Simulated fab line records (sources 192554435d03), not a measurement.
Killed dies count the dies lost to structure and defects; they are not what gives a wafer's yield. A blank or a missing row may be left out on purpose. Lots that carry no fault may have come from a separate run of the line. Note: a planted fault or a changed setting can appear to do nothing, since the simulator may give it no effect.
Lot-split experiment / flow n5Finfet / on a route of 1938 steps: 7 lots, 39 wafers read

== ON THE SPLIT ==
At N5_MIM_BOT_SPUTTER_00 (material TiN, target thk 35 nm, time 89.7 s), the setting timeS was moved away from the recipe's 89.7 s on 15 of the 39 wafers read, by -56.4% to +26.1%. The other wafers ran this setting at the recipe's value.

The split's own step is where the reading is taken.

== THE READING ==
TiN_of_MIM_BOT_SPUTTER_00.thkNm (the simulator's own value, which no gauge read), in nm, at N5_MIM_BOT_SPUTTER_00 (material TiN, target thk 35 nm, time 89.7 s). No usual value for it is given in the file. Across the 24 wafers here that went through the recipe, the average is 34.8 nm and the standard deviation 0.41 nm.

wafer=L076.1; tool, chamber at the split=pvdSputter-03, -; timeS as run, s=89.7; against the recipe=recipe; TiN_of_MIM_BOT_SPUTTER_00.thkNm, nm=35; against lot-mates on the recipe=-
wafer=L076.4; tool, chamber at the split=pvdSputter-03, -; timeS as run, s=89.7; against the recipe=recipe; TiN_of_MIM_BOT_SPUTTER_00.thkNm, nm=35; against lot-mates on the recipe=-
wafer=L076.6; tool, chamber at the split=pvdSputter-03, -; timeS as run, s=89.7; against the recipe=recipe; TiN_of_MIM_BOT_SPUTTER_00.thkNm, nm=35; against lot-mates on the recipe=-
wafer=L076.2; tool, chamber at the split=pvdSputter-03, -; timeS as run, s=89.7; against the recipe=recipe; TiN_of_MIM_BOT_SPUTTER_00.thkNm, nm=34.8; against lot-mates on the recipe=-
wafer=L076.3; tool, chamber at the split=pvdSputter-03, -; timeS as run, s=89.7; against the recipe=recipe; TiN_of_MIM_BOT_SPUTTER_00.thkNm, nm=35.2; against lot-mates on the recipe=-
wafer=L076.5; tool, chamber at the split=pvdSputter-03, -; timeS as run, s=89.7; against the recipe=recipe; TiN_of_MIM_BOT_SPUTTER_00.thkNm, nm=35.2; against lot-mates on the recipe=-
wafer=L078.1; tool, chamber at the split=pvdSputter-02, -; timeS as run, s=89.7; against the recipe=recipe; TiN_of_MIM_BOT_SPUTTER_00.thkNm, nm=34.2; against lot-mates on the recipe=-
wafer=L078.2; tool, chamber at the split=pvdSputter-02, -; timeS as run, s=89.7; against the recipe=recipe; TiN_of_MIM_BOT_SPUTTER_00.thkNm, nm=34.8; against lot-mates on the recipe=-
wafer=L078.3; tool, chamber at the split=pvdSputter-02, -; timeS as run, s=68.84; against the recipe=-23.3%; TiN_of_MIM_BOT_SPUTTER_00.thkNm, nm=26.6; against lot-mates on the recipe=-7.9
wafer=L078.6; tool, chamber at the split=pvdSputter-02, -; timeS as run, s=68.84; against the recipe=-23.3%; TiN_of_MIM_BOT_SPUTTER_00.thkNm, nm=26.6; against lot-mates on the recipe=-7.9
wafer=L078.4; tool, chamber at the split=pvdSputter-02, -; timeS as run, s=89.7; against the recipe=recipe; TiN_of_MIM_BOT_SPUTTER_00.thkNm, nm=34.6; against lot-mates on the recipe=-
wafer=L078.5; tool, chamber at the split=pvdSputter-02, -; timeS as run, s=68.84; against the recipe=-23.3%; TiN_of_MIM_BOT_SPUTTER_00.thkNm, nm=26; against lot-mates on the recipe=-8.5
wafer=L085.1; tool, chamber at the split=pvdSputter-03, -; timeS as run, s=89.7; against the recipe=recipe; TiN_of_MIM_BOT_SPUTTER_00.thkNm, nm=34.6; against lot-mates on the recipe=-
wafer=L085.3; tool, chamber at the split=pvdSputter-03, -; timeS as run, s=89.7; against the recipe=recipe; TiN_of_MIM_BOT_SPUTTER_00.thkNm, nm=34.6; against lot-mates on the recipe=-
wafer=L085.6; tool, chamber at the split=pvdSputter-03, -; timeS as run, s=89.7; against the recipe=recipe; TiN_of_MIM_BOT_SPUTTER_00.thkNm, nm=34.6; against lot-mates on the recipe=-
wafer=L085.2; tool, chamber at the split=pvdSputter-03, -; timeS as run, s=107.7; against the recipe=+20.1%; TiN_of_MIM_BOT_SPUTTER_00.thkNm, nm=41.4; against lot-mates on the recipe=+6.8
wafer=L085.4; tool, chamber at the split=pvdSputter-03, -; timeS as run, s=107.7; against the recipe=+20.1%; TiN_of_MIM_BOT_SPUTTER_00.thkNm, nm=42; against lot-mates on the recipe=+7.4
wafer=L085.5; tool, chamber at the split=pvdSputter-03, -; timeS as run, s=107.7; against the recipe=+20.1%; TiN_of_MIM_BOT_SPUTTER_00.thkNm, nm=41.8; against lot-mates on the recipe=+7.2
wafer=L090.1; tool, chamber at the split=pvdSputter-01, -; timeS as run, s=89.7; against the recipe=recipe; TiN_of_MIM_BOT_SPUTTER_00.thkNm, nm=34.8; against lot-mates on the recipe=-
wafer=L090.2; tool, chamber at the split=pvdSputter-01, -; timeS as run, s=45.91; against the recipe=-48.8%; TiN_of_MIM_BOT_SPUTTER_00.thkNm, nm=18.2; against lot-mates on the recipe=-16.9
wafer=L090.3; tool, chamber at the split=pvdSputter-01, -; timeS as run, s=45.91; against the recipe=-48.8%; TiN_of_MIM_BOT_SPUTTER_00.thkNm, nm=18.4; against lot-mates on the recipe=-16.7
wafer=L090.5; tool, chamber at the split=pvdSputter-01, -; timeS as run, s=45.91; against the recipe=-48.8%; TiN_of_MIM_BOT_SPUTTER_00.thkNm, nm=18.4; against lot-mates on the recipe=-16.7
wafer=L090.4; tool, chamber at the split=pvdSputter-01, -; timeS as run, s=89.7; against the recipe=recipe; TiN_of_MIM_BOT_SPUTTER_00.thkNm, nm=35.4; against lot-mates on the recipe=-
wafer=L090.6; tool, chamber at the split=pvdSputter-01, -; timeS as run, s=89.7; against the recipe=recipe; TiN_of_MIM_BOT_SPUTTER_00.thkNm, nm=35.2; against lot-mates on the recipe=-
wafer=L091.2; tool, chamber at the split=pvdSputter-02, -; timeS as run, s=89.7; against the recipe=recipe; TiN_of_MIM_BOT_SPUTTER_00.thkNm, nm=35.4; against lot-mates on the recipe=-
wafer=L091.5; tool, chamber at the split=pvdSputter-02, -; timeS as run, s=89.7; against the recipe=recipe; TiN_of_MIM_BOT_SPUTTER_00.thkNm, nm=35.4; against lot-mates on the recipe=-
wafer=L091.6; tool, chamber at the split=pvdSputter-02, -; timeS as run, s=89.7; against the recipe=recipe; TiN_of_MIM_BOT_SPUTTER_00.thkNm, nm=35.6; against lot-mates on the recipe=-
wafer=L092.1; tool, chamber at the split=pvdSputter-02, -; timeS as run, s=89.7; against the recipe=recipe; TiN_of_MIM_BOT_SPUTTER_00.thkNm, nm=34.6; against lot-mates on the recipe=-
wafer=L092.2; tool, chamber at the split=pvdSputter-02, -; timeS as run, s=89.7; against the recipe=recipe; TiN_of_MIM_BOT_SPUTTER_00.thkNm, nm=35; against lot-mates on the recipe=-
wafer=L092.3; tool, chamber at the split=pvdSputter-02, -; timeS as run, s=39.12; against the recipe=-56.4%; TiN_of_MIM_BOT_SPUTTER_00.thkNm, nm=14.2; against lot-mates on the recipe=-20.4
wafer=L092.4; tool, chamber at the split=pvdSputter-02, -; timeS as run, s=39.12; against the recipe=-56.4%; TiN_of_MIM_BOT_SPUTTER_00.thkNm, nm=14.6; against lot-mates on the recipe=-20.0
wafer=L092.5; tool, chamber at the split=pvdSputter-02, -; timeS as run, s=39.12; against the recipe=-56.4%; TiN_of_MIM_BOT_SPUTTER_00.thkNm, nm=15.4; against lot-mates on the recipe=-19.2
wafer=L092.6; tool, chamber at the split=pvdSputter-02, -; timeS as run, s=89.7; against the recipe=recipe; TiN_of_MIM_BOT_SPUTTER_00.thkNm, nm=34.2; against lot-mates on the recipe=-
wafer=L097.1; tool, chamber at the split=pvdSputter-02, -; timeS as run, s=89.7; against the recipe=recipe; TiN_of_MIM_BOT_SPUTTER_00.thkNm, nm=34.2; against lot-mates on the recipe=-
wafer=L097.2; tool, chamber at the split=pvdSputter-02, -; timeS as run, s=89.7; against the recipe=recipe; TiN_of_MIM_BOT_SPUTTER_00.thkNm, nm=34.2; against lot-mates on the recipe=-
wafer=L097.3; tool, chamber at the split=pvdSputter-02, -; timeS as run, s=113.1; against the recipe=+26.1%; TiN_of_MIM_BOT_SPUTTER_00.thkNm, nm=43.6; against lot-mates on the recipe=+9.3
wafer=L097.4; tool, chamber at the split=pvdSputter-02, -; timeS as run, s=113.1; against the recipe=+26.1%; TiN_of_MIM_BOT_SPUTTER_00.thkNm, nm=44.2; against lot-mates on the recipe=+9.9
wafer=L097.5; tool, chamber at the split=pvdSputter-02, -; timeS as run, s=89.7; against the recipe=recipe; TiN_of_MIM_BOT_SPUTTER_00.thkNm, nm=34.6; against lot-mates on the recipe=-
wafer=L097.6; tool, chamber at the split=pvdSputter-02, -; timeS as run, s=113.1; against the recipe=+26.1%; TiN_of_MIM_BOT_SPUTTER_00.thkNm, nm=43.2; against lot-mates on the recipe=+8.9

FIT RESULTS
A straight line over all 39 wafers: TiN_of_MIM_BOT_SPUTTER_00.thkNm changes by +0.348 nm for each +1% of timeS; r = +1.00; the points scatter about the line by 0.45 nm.
The same after taking each lot's own level away (the mean of its wafers on the recipe; 39 wafers): +0.351 nm for each +1%; r = +1.00; scatter 0.29 nm.
On that fit, the largest move of timeS shifts the reading by 20 nm.
The span of the lots' own levels, 34.33 to 35.47 nm, comes to 2.8 times the standard deviation stated above.
The two slopes are in agreement: the lot-to-lot level therefore moves the slope only a little.
Check: -19.6 nm against its lot-mates is what the line predicts for one of the wafers moved furthest among these (-56.4%) when that wafer is left out of the fit. It came out at -20.4 nm against them.

== ADDITIONAL SPLITS CARRIED BY THESE WAFERS ==
These wafers also went through other splits before the reading. Each is held against what the fit with the lots' levels taken away leaves over:
other split on the same wafers=N5_ZERO_LAYER_PECVD_02 timeS; wafers away from the commonest value=12; r with TiN_of_MIM_BOT_SPUTTER_00.thkNm (lot level and that fit taken away)=-0.03
other split on the same wafers=N5_PMOS_HMC_CHANNEL_EPI_HM_DEP_34 targetThkA; wafers away from the commonest value=9; r with TiN_of_MIM_BOT_SPUTTER_00.thkNm (lot level and that fit taken away)=-0.19
other split on the same wafers=N5_SD_EPI_N_ETCH_45 targetDepthA; wafers away from the commonest value=9; r with TiN_of_MIM_BOT_SPUTTER_00.thkNm (lot level and that fit taken away)=+0.03
other split on the same wafers=N5_BEOL_M3_ETCH_41 targetDepthA; wafers away from the commonest value=9; r with TiN_of_MIM_BOT_SPUTTER_00.thkNm (lot level and that fit taken away)=+0.33
other split on the same wafers=N5_BEOL_M5_ILD_DEP_00 timeS; wafers away from the commonest value=12; r with TiN_of_MIM_BOT_SPUTTER_00.thkNm (lot level and that fit taken away)=+0.04
other split on the same wafers=N5_BEOL_M7_DEP_56 targetThkA; wafers away from the commonest value=12; r with TiN_of_MIM_BOT_SPUTTER_00.thkNm (lot level and that fit taken away)=+0.01
other split on the same wafers=N5_BEOL_M9_DEP_56 timeS; wafers away from the commonest value=12; r with TiN_of_MIM_BOT_SPUTTER_00.thkNm (lot level and that fit taken away)=+0.13
other split on the same wafers=N5_BEOL_M10_DEP_56 targetThkA; wafers away from the commonest value=15; r with TiN_of_MIM_BOT_SPUTTER_00.thkNm (lot level and that fit taken away)=+0.22

== THE FILE'S OWN FIT ==
TiN_of_MIM_BOT_SPUTTER_00.thkNm changes by +0.35 nm for each +1% of timeS, r = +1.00.
